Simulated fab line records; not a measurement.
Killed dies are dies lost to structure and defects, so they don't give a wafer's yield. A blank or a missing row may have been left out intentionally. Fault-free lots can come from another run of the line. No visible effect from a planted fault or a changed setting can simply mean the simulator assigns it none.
Matching of chambers	flow nandHarc	NHARC_P_BONDPAD_STRIP_15 on rieDiel-07 has 4 sister chambers
The step strips in O2. 4 wafers are shown with their chamber, then 10 later ones without.

WAFERS, EACH WITH ITS CHAMBER
wafer	chamber	showerheadPlenumPTorr (Torr)
L580.5	2	3.69
L583.2	3	3.59
L591.2	1	3.75
L591.4	0	3.60

WAFERS WITHOUT THEIR CHAMBER
wafer	showerheadPlenumPTorr (Torr)
L591.6	3.59
L593.1	3.60
L593.2	3.75
L593.5	3.68
L594.1	3.75
L594.3	3.60
L594.5	3.75
L595.2	3.68
L595.3	3.60
L595.6	3.75

WHICH CHAMBER EACH ONE RAN IN
wafer	from the rows above	in truth
L591.6	3	3
L593.1	0	0
L593.2	1	1
L593.5	2	2
L594.1	1	1
L594.3	0	0
L594.5	1	1
L595.2	2	2
L595.3	0	0
L595.6	1	1
Placed correctly: 10 of 10. Left unplaced by these rows: 0. Wrongly placed: 0.
How it was worked out, from the rows above alone: a wafer's distance from a chamber is the root of the sum, over the readings, of the square of ((its reading less the chamber's mean) divided by the reading's scatter). If the next closest chamber is less than 2 further off than the closest, the wafer can't be placed; otherwise it belongs to the closest. The mean given for a chamber averages the wafers shown for that chamber. The scatter: root of mean squared gap, hidden wafer to nearest shown wafer, with one shown wafer a chamber.
